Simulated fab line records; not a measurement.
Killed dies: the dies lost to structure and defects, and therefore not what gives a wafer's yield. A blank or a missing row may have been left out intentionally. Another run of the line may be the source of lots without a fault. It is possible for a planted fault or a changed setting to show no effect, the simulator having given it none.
Which tool was responsible? ; flow nandHarc ; 11 lots, 33 wafers sampled, at 5 steps of a route of 1159

## WHAT EACH GAUGE READ, for each wafer
NHARC_END_SORT_01.
lot;measured;on;killedAtArray
L952;day 24 03:14;prober-02;100 8 18

## WHICH TOOL RAN EACH LOT (tool, then ch and the chambers of the sampled wafers, then the start)
lot;NHARC_A_CHANNEL_FILL_D1_STRIP_28;NHARC_A_M1_ANNEAL_31;NHARC_THIN_TSV_DEP_43;NHARC_THIN_TSV_DESCUM_35
L937;rieDiel-05 ch 0,2, day 10 03:58;rtpAnneal-02 ch 0, day 18 03:13;pecvd-01 ch 1,2, day 18 23:20;rieDiel-10 ch 0,3, day 19 06:20
L936;rieDiel-13 ch 1,3, day 10 03:58;rtpAnneal-02 ch 0, day 18 03:44;pecvd-04 ch 0,1, day 18 22:08;rieDiel-07 ch 0,2,3, day 19 05:27
L938;rieDiel-13 ch 1,2,3, day 10 10:55;rtpAnneal-01 ch 0, day 18 12:28;pecvd-03 ch 0,1, day 19 06:14;rieDiel-10 ch 0,1,2, day 19 13:08
L939;rieDiel-05 ch 0,2,3, day 10 10:55;rtpAnneal-01 ch 0, day 18 12:47;pecvd-03 ch 0,1,2, day 19 07:31;rieDiel-07 ch 2,3, day 19 14:21
L941;rieDiel-13 ch 1,2,3, day 10 20:47;rtpAnneal-02 ch 0, day 19 07:19;pecvd-04 ch 0,2, day 20 00:46;rieDiel-11 ch 1,3, day 20 07:32
L940;rieDiel-05 ch 1,2,3, day 10 20:47;rtpAnneal-01 ch 0, day 18 21:16;pecvd-04 ch 0,1,2, day 19 16:21;rieDiel-10 ch 0,1, day 19 23:25
L952;rieDiel-13 ch 0,1,3, day 13 21:45;rtpAnneal-01 ch 0, day 22 15:20;pecvd-03 ch 1,2, day 23 09:32;rieDiel-10 ch 0,2,3, day 23 17:22
L953;rieDiel-05 ch 0,1, day 13 21:47;rtpAnneal-01 ch 0, day 22 16:14;pecvd-03 ch 0,1,2, day 23 11:59;rieDiel-10 ch 2,3, day 23 21:20
L954;rieDiel-05 ch 0,1,2, day 14 06:54;rtpAnneal-02 ch 0, day 22 19:47;pecvd-04 ch 0,1,2, day 23 10:52;rieDiel-10 ch 0,1,2, day 23 20:12
L958;rieDiel-05 ch 0,1,3, day 14 15:59;rtpAnneal-02 ch 0, day 23 16:44;pecvd-01 ch 0,1,2, day 24 12:12;rieDiel-10 ch 0,3, day 24 19:20
L957;rieDiel-01 ch 0,2,3, day 14 18:49;rtpAnneal-02 ch 0, day 23 06:17;pecvd-03 ch 1,2, day 23 21:10;rieDiel-11 ch 0,3, day 24 04:01
- NHARC_A_CHANNEL_FILL_D1_STRIP_28: strips in O2, time 20 s.
- NHARC_A_M1_ANNEAL_31: time 90 s.
- NHARC_THIN_TSV_DEP_43: deposits SiO2, target thk 1328.5 nm.
- NHARC_THIN_TSV_DESCUM_35: chemistry O2, time 3 s.

## THE ANSWER, worked out from the rows above alone
Rule: usual is defined by the lots themselves. Put in order of their means at a reading, lots are off if they are a third of the lots or fewer, leave a main group of 4 or more, and stand apart from it by a gap of 3 or more times the standard deviation of the main group's means; of several such gaps the widest counts. The tables above print the reading to a certain number of digits; a main group whose means all agree to those digits is not used. Also off: a lot with no number at a reading for which 4 or more lots have one. Where the step has rows for the other lots, those lots are counted as sound.
No lot is off at any reading shown: from this, nothing can be told.

## WHAT THE SIMULATOR PUT IN
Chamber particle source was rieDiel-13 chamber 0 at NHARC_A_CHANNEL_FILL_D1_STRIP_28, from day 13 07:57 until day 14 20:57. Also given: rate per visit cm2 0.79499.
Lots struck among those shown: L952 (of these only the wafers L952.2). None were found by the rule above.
